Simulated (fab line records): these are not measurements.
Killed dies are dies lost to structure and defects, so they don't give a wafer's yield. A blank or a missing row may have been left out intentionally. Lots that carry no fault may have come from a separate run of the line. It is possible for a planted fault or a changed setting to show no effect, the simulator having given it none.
Chamber matching ; flow n5_finfet ; rie_diel-03 running N5_DUMMY_GATE_STRIP_40: 4 sister chambers
The step strips in CF4. 16 wafers are shown with their chamber, then 8 later ones without.

WAFERS, EACH WITH ITS CHAMBER
wafer;chamber;drypump_motor_current_A (A);showerhead_plenum_p_Torr (Torr);throttle_valve_pct (%)
L075.1;1;5.4;1.69;13.95
L075.3;3;6.4;1.82;13.45
L075.5;0;5.1;1.81;13.70
L076.1;1;5.4;1.69;13.98
L076.4;0;5.1;1.81;13.72
L076.6;2;5.3;1.78;13.63
L077.3;1;5.4;1.69;13.97
L077.4;2;5.3;1.78;13.66
L077.6;1;5.4;1.69;13.99
L078.2;3;6.3;1.82;13.47
L078.3;0;5.1;1.81;13.72
L078.6;3;6.4;1.82;13.44
L080.4;0;5.1;1.81;13.71
L080.5;0;5.1;1.81;13.73
L080.6;1;5.4;1.68;13.99
L091.1;3;6.4;1.81;13.52

SIGNATURES, as means of the wafers listed above
reading;chamber 0;chamber 1;chamber 2;chamber 3;scatter within a chamber
drypump_motor_current_A;5.100;5.400;5.300;6.375;0.025
showerhead_plenum_p_Torr;1.8100;1.6880;1.7800;1.8175;0.00359
throttle_valve_pct;13.7160;13.9760;13.6450;13.4700;0.0222
Rule: distance of a wafer from a chamber = root of the sum over the readings of ((wafer's reading minus chamber's mean) / reading's scatter) squared. If the next closest chamber is less than 2 further off than the closest, the wafer can't be placed; otherwise it belongs to the closest. The scatter: the root of (the sum of the squares of (reading less its chamber's mean) over the shown wafers, divided by (wafers less chambers)).

WAFERS WHOSE CHAMBER IS MISSING
wafer;drypump_motor_current_A (A);showerhead_plenum_p_Torr (Torr);throttle_valve_pct (%)
L091.2;5.1;1.80;13.77
L091.4;5.4;1.89;13.42
L095.2;6.4;1.81;13.56
L095.5;5.4;1.89;13.47
L095.6;5.1;1.80;13.77
L096.3;5.4;1.89;13.46
L096.5;5.1;1.80;13.78
L096.6;6.4;1.81;13.55

THE CHAMBER EACH PASSED THROUGH
wafer;from the rows above;in truth
L091.2;0;0
L091.4;0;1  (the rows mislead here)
L095.2;3;3
L095.5;0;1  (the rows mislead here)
L095.6;0;0
L096.3;0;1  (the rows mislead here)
L096.5;0;0
L096.6;3;3
Correct placement for 5 of the 8. Number that these rows cannot place: 0. Placed wrongly: 3.
